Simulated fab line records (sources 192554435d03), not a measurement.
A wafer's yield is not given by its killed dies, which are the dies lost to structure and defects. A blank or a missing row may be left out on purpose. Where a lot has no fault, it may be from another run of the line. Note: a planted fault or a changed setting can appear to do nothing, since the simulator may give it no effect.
Which tool did it? -- flow n5_finfet -- 11 lots, 33 wafers sampled, at 4 steps of a route of 1938

## WHAT THE GAUGES READ, wafer by wafer
N5_GATE_CUT_INSPECT_15: inspects for defects (brightfield).
lot,measured,on,raw_defect_count
L075,day 4 19:41,defect_inspect-01,149 111 183
L078,day 5 11:47,defect_inspect-02,130 73 127
L080,day 5 23:33,defect_inspect-02,111 59 88
L082,day 6 14:34,defect_inspect-01,237 201 230
L084,day 7 01:16,defect_inspect-02,81 112 83
L086,day 7 10:58,defect_inspect-02,150 148 165
L088,day 7 22:10,defect_inspect-02,189 122 218
L090,day 8 12:11,defect_inspect-02,142 164 157
L093,day 9 09:54,defect_inspect-01,161 118 93
L094,day 9 17:54,defect_inspect-01,165 153 71
L097,day 10 06:52,defect_inspect-02,161 115 171

## WHAT TOOL EACH LOT RAN ON (gives the tool, then ch and the chambers of the sampled wafers, and finally the start)
lot,N5_HKMG_FIN_ETCH_86,N5_HKMG_FIN_ETCH_67,N5_GATE_CUT_PECVD_57
L075,"rie_diel-03 ch 0,2, day 4 12:29","rie_diel-06 ch 1,3, day 4 13:33","pecvd-01 ch 0,2, day 4 18:51"
L078,"rie_diel-06 ch 1,2,3, day 5 04:35","rie_diel-01 ch 0,1,3, day 5 05:40","pecvd-01 ch 0,2, day 5 10:50"
L080,"rie_diel-06 ch 0,1,2, day 5 16:34","rie_diel-01 ch 1,2, day 5 17:42","pecvd-01 ch 0,1,2, day 5 22:35"
L082,"rie_diel-06 ch 0,1,2, day 6 07:34","rie_diel-06 ch 0,3, day 6 08:38","pecvd-03 ch 0,2, day 6 13:43"
L084,"rie_diel-03 ch 1,2,3, day 6 18:14","rie_diel-03 ch 1,2,3, day 6 19:20","pecvd-01 ch 0,2, day 7 00:19"
L086,"rie_diel-06 ch 0,1,3, day 7 03:19","rie_diel-01 ch 0,1,3, day 7 04:23","pecvd-02 ch 0,2, day 7 10:00"
L088,"rie_diel-03 ch 0,2,3, day 7 15:01","rie_diel-06 ch 0,2,3, day 7 16:08","pecvd-03 ch 0,1, day 7 21:13"
L090,"rie_diel-03 ch 1,2,3, day 8 05:13","rie_diel-06 ch 0,1,3, day 8 06:17","pecvd-02 ch 1,2, day 8 11:22"
L093,"rie_diel-01 ch 0,3, day 9 02:35","rie_diel-01 ch 0,2, day 9 03:39","pecvd-03 ch 1,2, day 9 08:56"
L094,"rie_diel-01 ch 0,1,2, day 9 11:08","rie_diel-01 ch 1,2,3, day 9 12:13","pecvd-01 ch 0,1,2, day 9 17:05"
L097,"rie_diel-01 ch 1,3, day 9 23:40","rie_diel-01 ch 1,2,3, day 10 00:58","pecvd-03 ch 0,1, day 10 05:52"
- N5_HKMG_FIN_ETCH_86: etches SOC in N2/H2, stops on TiN, target depth 393.2 nm.
- N5_HKMG_FIN_ETCH_67: etches SOC in N2/H2, stops on TiN, target depth 388.9 nm.
- N5_GATE_CUT_PECVD_57: deposits SiNx from SiH4/NH3/N2, target thk 21 nm.

## THE ANSWER, worked out from the rows above alone
Rule: usual is defined by the lots themselves. Put in order of their means at a reading, lots are off if they are a third of the lots or fewer, leave a main group of 4 or more, and stand apart from it by a gap of 3 or more times the standard deviation of the main group's means; of several such gaps the widest counts. Not used: any main group whose means are identical at the precision the tables above print for the reading. Also off: a lot with no number at a reading for which 4 or more lots have one. The other lots that the step has rows for count as sound.
No lot is off at any reading shown: from this, nothing can be told.

## WHAT WAS PUT IN BY THE SIMULATOR
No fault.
